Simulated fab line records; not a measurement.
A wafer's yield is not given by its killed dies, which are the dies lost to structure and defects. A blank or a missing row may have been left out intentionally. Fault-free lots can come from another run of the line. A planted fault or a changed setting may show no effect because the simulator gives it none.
fab line records    flow n5Finfet    part 2 of 2: steps 5 to 6 of 6
record: lots: 21  wafers: 63  lastDay: 19
route steps=1938 shown BEOL_M6@1261 BEOL_M7@1284 BEOL_M8@1349 BEOL_M9@1439
lots untouched by any fault: they come from a run of this same line in which no faults occurred
startH: the number of hours between the record's first day and the start of the first shown wafer of the lot    waitH: hours from the lot's prior step to this one    " as in the row above    L1.1+2: a row that stands for several wafers    - no value present, or no start provided    * or withheld: withheld    < > ~ a bound
route shown NAME@n: NAME is a module with steps in the file, n the number in the route of the first one    usual: average and standard deviation across the fault-free wafers    same: alike in all rows    chamber/n: place in a boat    sites: readings site by site    _std_site: the values' standard deviation    _edge_site: the outer-site mean with the inner-site mean subtracted    radiusMm: for every site, how far away it sits from the centre of the wafer    mask NAME#n: copy n    behind: the most recent tool/chamber to have shaped the wafer    hold: cause of the lot's hold/its duration in hours/its outcome    device: the transistor (n, p or np) that didn't switch    end of line: the tests these same wafers got at the end of their route    for a step that has no rows: nothing shown but its recipe    killed: at the first sort, the dies lost to defects and structure; wafer yield is something else    map: shows each die of a wafer: x if killed, . if not, _ if none is there
set.NAME: the setting that was run; set.NAME@STEP: the one run at that earlier step    model.NAME: the simulator's own value behind a step, which no gauge read
a sample of lots followed through the steps of the route, with each step as a table and each wafer as a row
services: the hour from which a tool's chamber was out of use, counted from the record's first day as startH (under 0 if before that day), plus the number of hours and why
== steps ==
step: N5_BEOL_M8_DESCUM_33
recipe: chemistry: O2  timeS: 7  sourcePowerW: 50  biasPowerW: 20  pressureMtorr: 20  rfFrequencyHz: 2.712e+07  tempC: 40  resist: CAR-EUV  o2FlowSccm: 225
usual: drypumpMotorCurrentA: 5.6/0.32  oesProductAu: 0.75/0.063  rfVppV: 243.0/1.3  showerheadPlenumPTorr: 2.08/0.061  throttleValvePct: 20.59/0.23
lot.wafer  tool        chamber  startH  waitH  drypumpMotorCurrentA  oesProductAu  rfHoursCounterH  rfVppV  showerheadPlenumPTorr  throttleValvePct
L074.1     rieDiel-06  3        202.41  0.0    5.9                   0.75          178              241.1   1.99                   20.50
L074.3     "           0        "       "      5.2                   0.70          214              244.1   2.18                   20.96
L074.5     "           3        "       "      5.9                   0.74          -                241.8   1.99                   20.50
L077.1     rieDiel-02  2        219.75  0.6    5.3                   0.70          213              240.7   1.99                   20.96
L077.4     "           0        "       "      6.2                   0.76          170              242.2   2.00                   20.30
L077.6     "           3        "       "      5.1                   0.73          -                244.5   2.18                   21.00
L076.1     rieDiel-01  1        219.78  0.5    5.7                   0.89          41               244.0   2.12                   20.29
L076.4     "           2        "       "      5.6                   0.79          112              244.4   2.11                   20.63
L076.6     "           0        "       "      5.7                   0.82          -                243.2   2.11                   20.53
L078.2     rieDiel-01  1        237.94  0.0    5.8                   0.87          47               242.0   2.11                   20.30
L078.4     "           0        "       "      5.7                   0.82          92               244.9   2.11                   20.53
L078.6     "           1        "       "      5.7                   0.87          -                241.5   2.11                   20.30
L080.1     rieDiel-01  3        257.28  0.0    5.7                   0.72          212              243.0   2.06                   20.62
L080.3     "           2        "       "      5.7                   0.77          124              242.8   2.11                   20.66
L080.5     "           1        "       "      5.7                   0.86          -                245.0   2.11                   20.28
L082.1     rieDiel-02  0        263.27  0.0    6.1                   0.75          184              240.9   1.99                   20.34
L082.4     "           2        "       "      5.3                   0.69          227              240.9   1.98                   20.97
L082.5     "           1        "       "      5.2                   0.74          -                242.8   2.10                   20.57
L079.2     rieDiel-01  0        263.49  0.1    5.7                   0.81          101              244.4   2.11                   20.56
L079.3     "           2        "       "      5.6                   0.78          127              243.4   2.11                   20.64
L079.5     "           3        "       "      5.7                   0.73          -                242.3   2.06                   20.63
L081.1     rieDiel-02  3        265.72  0.0    5.1                   0.71          211              244.4   2.18                   21.00
L081.2     "           2        "       "      5.3                   0.69          227              240.9   1.98                   20.97
L081.6     "           1        "       "      5.2                   0.75          -                243.1   2.10                   20.57
L083.2     rieDiel-06  2        269.07  0.1    5.1                   0.68          230              243.9   2.14                   20.46
L083.4     "           3        "       "      5.9                   0.73          202              242.5   1.98                   20.54
L083.6     "           0        "       "      5.2                   0.68          -                243.9   2.17                   20.98
L085.2     rieDiel-02  0        286.29  0.0    6.1                   0.74          191              241.1   1.99                   20.33
L085.5     "           3        "       "      5.1                   0.71          -                243.7   2.17                   21.03
L085.6     "           0        "       "      6.2                   0.74          -                241.3   1.99                   20.35
L084.2     rieDiel-06  1        292.78  0.0    5.2                   0.91          37               241.7   2.03                   20.21
L084.5     "           2        "       "      5.1                   0.67          -                244.8   2.13                   20.47
L084.6     "           3        "       "      5.9                   0.71          -                241.2   1.98                   20.55
L088.2     rieDiel-01  0        298.86  0.3    5.7                   0.79          113              243.3   2.10                   20.57
L088.3     "           1        "       "      5.8                   0.85          69               243.8   2.11                   20.31
L088.4     "           3        "       "      5.7                   0.72          227              243.9   2.06                   20.63
L087.2     rieDiel-06  0        301.92  0.0    5.2                   0.67          251              244.1   2.16                   21.02
L087.3     "           3        "       "      5.9                   0.71          214              241.1   1.98                   20.55
L087.6     "           2        "       "      5.1                   0.67          -                246.3   2.13                   20.48
L086.1     rieDiel-02  0        302.16  0.1    6.1                   0.74          197              241.9   1.99                   20.34
L086.3     "           1        "       "      5.2                   0.73          184              244.1   2.09                   20.60
L086.5     "           2        "       "      5.3                   0.68          -                240.3   1.98                   20.98
L089.1     rieDiel-01  3        302.69  0.4    5.7                   0.70          229              242.8   2.05                   20.66
L089.4     "           0        "       "      5.8                   0.78          115              243.4   2.10                   20.59
L089.6     "           3        "       "      5.7                   0.71          -                243.0   2.05                   20.65
L090.3     rieDiel-01  1        308.27  0.3    5.8                   0.84          72               243.7   2.11                   20.33
L090.4     "           3        "       "      5.7                   0.71          230              241.1   2.05                   20.67
L090.6     "           0        "       "      5.8                   0.78          -                243.7   2.10                   20.59
L092.3     rieDiel-01  1        325.89  0.0    5.7                   0.83          78               242.9   2.10                   20.34
L092.5     "           2        "       "      5.7                   0.75          -                244.0   2.10                   20.66
L092.6     "           1        "       "      5.7                   0.83          -                244.2   2.10                   20.34
L093.2     rieDiel-01  3        333.38  0.3    5.7                   0.71          239              241.8   2.05                   20.66
L093.3     "           1        "       "      5.8                   0.83          81               242.6   2.10                   20.33
L093.4     "           2        "       "      5.7                   0.75          151              243.6   2.10                   20.69
L094.3     rieDiel-02  3        357.63  0.0    5.1                   0.70          245              244.7   2.16                   21.07
L094.5     "           3        "       "      5.1                   0.69          -                242.4   2.16                   21.06
L094.6     "           0        "       "      6.2                   0.72          -                241.5   1.98                   20.38
L096.1     rieDiel-01  2        358.00  0.1    5.7                   0.74          159              242.3   2.10                   20.68
L096.2     "           0        "       "      5.8                   0.77          134              245.7   2.09                   20.61
L096.5     "           3        "       "      5.7                   0.70          -                242.3   2.05                   20.68
L097.3     rieDiel-06  1        375.88  0.0    5.2                   0.84          72               242.9   2.02                   20.25
L097.4     "           3        "       "      5.9                   0.70          -                240.7   1.97                   20.60
L097.5     "           0        "       "      5.2                   0.97          -                244.7   2.16                   20.58
step: N5_BEOL_M9_ETCH_65
recipe: chemistry: CF4  target: SiARC  targetDepthA: 156  maskMaterial: CAR-EUV  timeS: 26  ionEnergyEv: 80  pressureMtorr: 40  sourceW: 545  biasW: 36  Ar_flow_sccm: 100  cf4FlowSccm: 100  ends: cleared
usual: drypumpMotorCurrentA: 5.5/0.51  etchRfOnTimeS: 26.0/0.56  oesProductAu: 0.67/0.072  rfVppV: 184.4/1.2  showerheadPlenumPTorr: 2.17/0.08  throttleValvePct: 15.71/0.23
lot.wafer  tool        chamber  startH  waitH  drypumpMotorCurrentA  etchRfOnTimeS  oesProductAu  rfHoursCounterH  rfVppV  showerheadPlenumPTorr  throttleValvePct
L074.1     rieDiel-05  3        210.39  0.0    6.1                   26.4           0.73          41               184.4   2.09                   15.30
L074.3     "           2        "       "      5.0                   25.4           0.79          22               185.6   2.27                   15.64
L074.5     "           3        "       "      6.1                   26.2           0.73          -                183.5   2.09                   15.33
L076.1     rieDiel-05  1        225.90  0.0    5.6                   25.4           0.71          68               184.9   2.27                   15.83
L076.4     "           0        "       "      5.8                   25.8           0.70          78               186.2   2.26                   15.56
L076.6     "           0        "       "      5.8                   25.8           0.71          -                186.5   2.26                   15.56
L077.1     rieDiel-05  1        228.86  0.0    5.6                   25.2           0.71          70               185.8   2.27                   15.81
L077.4     "           0        "       "      5.8                   26.0           0.69          80               184.9   2.26                   15.58
L077.6     "           3        "       "      6.1                   26.6           0.72          -                184.0   2.09                   15.31
L078.2     rieDiel-03  1        247.11  0.0    6.0                   26.5           0.60          184              184.3   2.13                   15.89
L078.4     "           3        "       "      6.3                   25.8           0.79          25               183.7   2.11                   15.73
L078.6     "           2        "       "      6.1                   24.8           0.83          -                184.7   2.20                   15.29
L080.1     rieDiel-04  2        268.79  0.0    5.1                   25.7           0.60          216              183.2   2.04                   15.79
L080.3     "           0        "       "      5.3                   26.0           0.61          179              184.7   2.13                   15.46
L080.5     "           3        "       "      4.9                   26.7           0.62          -                185.1   2.20                   15.76
L079.2     rieDiel-04  1        273.37  0.0    4.9                   26.5           0.60          183              185.2   2.22                   16.07
L079.3     "           2        "       "      5.1                   25.8           0.60          217              184.1   2.04                   15.77
L079.5     "           0        "       "      5.3                   26.0           0.61          -                184.3   2.13                   15.46
L082.1     rieDiel-05  2        273.70  0.0    5.0                   25.7           0.75          40               184.3   2.26                   15.67
L082.4     "           1        "       "      5.6                   25.8           0.70          82               184.6   2.27                   15.86
L082.5     "           1        "       "      5.6                   25.7           0.69          -                185.4   2.27                   15.84
L081.1     rieDiel-03  0        275.27  0.0    4.9                   26.0           0.63          188              183.4   2.04                   15.90
L081.2     "           1        "       "      6.0                   26.3           0.60          194              184.9   2.13                   15.91
L081.6     "           2        "       "      6.2                   24.5           0.81          -                184.6   2.19                   15.30
L083.2     rieDiel-04  3        278.44  0.0    4.9                   26.4           0.62          192              185.2   2.20                   15.78
L083.4     "           1        "       "      4.9                   26.8           0.62          184              183.8   2.22                   16.06
L083.6     "           1        "       "      4.9                   26.6           0.62          -                187.1   2.22                   16.07
L085.2     rieDiel-03  1        298.09  0.0    6.0                   26.2           0.59          199              183.9   2.13                   15.92
L085.5     "           2        "       "      6.1                   24.6           0.79          -                183.9   2.19                   15.30
L085.6     "           3        "       "      6.3                   25.5           0.76          -                183.4   2.10                   15.76
L084.2     rieDiel-05  1        301.15  0.0    5.6                   25.5           0.69          90               185.0   2.26                   15.86
L084.5     "           2        "       "      5.0                   25.6           0.75          -                185.3   2.26                   15.70
L084.6     "           1        "       "      5.6                   25.6           0.69          -                186.1   2.26                   15.87
L088.2     rieDiel-03  3        306.04  0.0    6.3                   26.1           0.75          43               183.2   2.10                   15.78
L088.3     "           0        "       "      4.9                   26.4           0.63          196              182.1   2.03                   15.94
L088.4     "           1        "       "      6.0                   26.6           0.59          201              184.3   2.13                   15.94
L087.2     rieDiel-04  3        307.87  0.0    4.9                   26.4           0.61          201              185.6   2.20                   15.78
L087.3     "           1        "       "      4.9                   26.4           0.61          193              185.4   2.22                   16.07
L087.6     "           3        "       "      4.9                   26.5           0.61          -                185.6   2.20                   15.81
L089.1     rieDiel-04  2        309.60  0.0    5.1                   25.7           0.59          228              183.5   2.04                   15.81
L089.4     "           1        "       "      4.9                   26.6           0.61          -                184.7   2.22                   16.07
L089.6     "           2        "       "      5.1                   25.9           0.59          -                182.0   2.04                   15.81
L086.1     rieDiel-05  1        309.68  0.0    5.6                   25.6           0.69          93               184.6   2.26                   15.87
L086.3     "           0        "       "      5.8                   25.9           0.68          103              185.7   2.25                   15.60
L086.5     "           2        "       "      5.0                   25.7           0.75          -                185.7   2.26                   15.69
L090.3     rieDiel-05  1        318.66  0.0    5.6                   25.6           0.68          95               186.0   2.26                   15.86
L090.4     "           2        "       "      5.0                   25.8           0.74          53               184.7   2.26                   15.71
L090.6     "           0        "       "      5.8                   25.8           0.67          -                186.9   2.25                   15.61
L092.3     rieDiel-05  0        332.99  0.0    5.8                   25.8           0.68          110              185.5   2.25                   15.61
L092.5     "           2        "       "      5.0                   25.7           0.74          -                185.4   2.26                   15.72
L092.6     "           3        "       "      6.1                   26.1           0.69          -                182.8   2.08                   15.36
L093.2     rieDiel-03  2        347.49  0.0    6.1                   24.8           0.76          35               184.3   2.19                   15.35
L093.3     "           1        "       "      6.1                   26.3           0.58          215              183.5   2.12                   15.95
L093.4     "           3        "       "      6.3                   25.8           0.74          56               184.2   2.10                   15.80
L094.3     rieDiel-03  0        364.51  0.0    4.9                   26.7           0.61          216              183.9   2.03                   15.97
L094.5     "           3        "       "      6.3                   26.2           0.73          -                183.5   2.10                   15.81
L094.6     "           0        "       "      4.9                   26.6           0.61          -                183.3   2.03                   15.96
L096.1     rieDiel-04  0        364.94  0.0    5.3                   26.4           0.59          209              182.6   2.12                   15.53
L096.2     "           3        "       "      4.9                   26.8           0.60          213              184.4   2.19                   15.83
L096.5     "           3        "       "      4.9                   26.7           0.59          -                184.3   2.19                   15.81
L097.3     rieDiel-04  1        385.10  0.0    4.9                   26.6           0.59          216              184.9   2.21                   16.13
L097.4     "           1        "       "      4.9                   26.7           0.60          -                186.0   2.21                   16.13
L097.5     "           0        "       "      5.3                   25.9           0.59          -                183.3   2.12                   15.52
== services ==
tool         chamber  startH  hours  kind
rieDiel-02   2        173.19  5.9    repair
rieDiel-04   -        174.46  15.6   pm
rieDiel-06   1        176.21  35.1   repair
rieDiel-05   2        179.59  5.7    repair
rieDiel-02   -        182.74  0.5    repair
rieDiel-05   1        184.83  6.6    repair
rieDiel-02   2        192.53  6.0    repair
rieDiel-03   0        196.77  6.4    repair
rieDiel-04   3        200.90  12.8   repair
rieMetal-03  -        206.56  0.5    repair
rieDiel-04   2        216.19  9.9    repair
rieDiel-06   2        229.79  1.7    repair
rieMetal-03  1        238.12  25.3   repair
rieDiel-05   3        251.62  3.5    repair
rieDiel-03   -        253.91  0.7    repair
rieMetal-02  0        263.05  10.3   repair
rieMetal-02  -        267.25  1.4    pm
rieDiel-04   3        309.13  11.7   repair
rieDiel-02   2        312.22  9.2    repair
rieDiel-06   0        324.90  17.4   repair
rieDiel-04   1        326.22  4.5    repair
rieDiel-06   3        332.84  3.2    repair
rieDiel-04   3        358.52  5.5    repair
rieDiel-02   1        370.46  5.3    repair
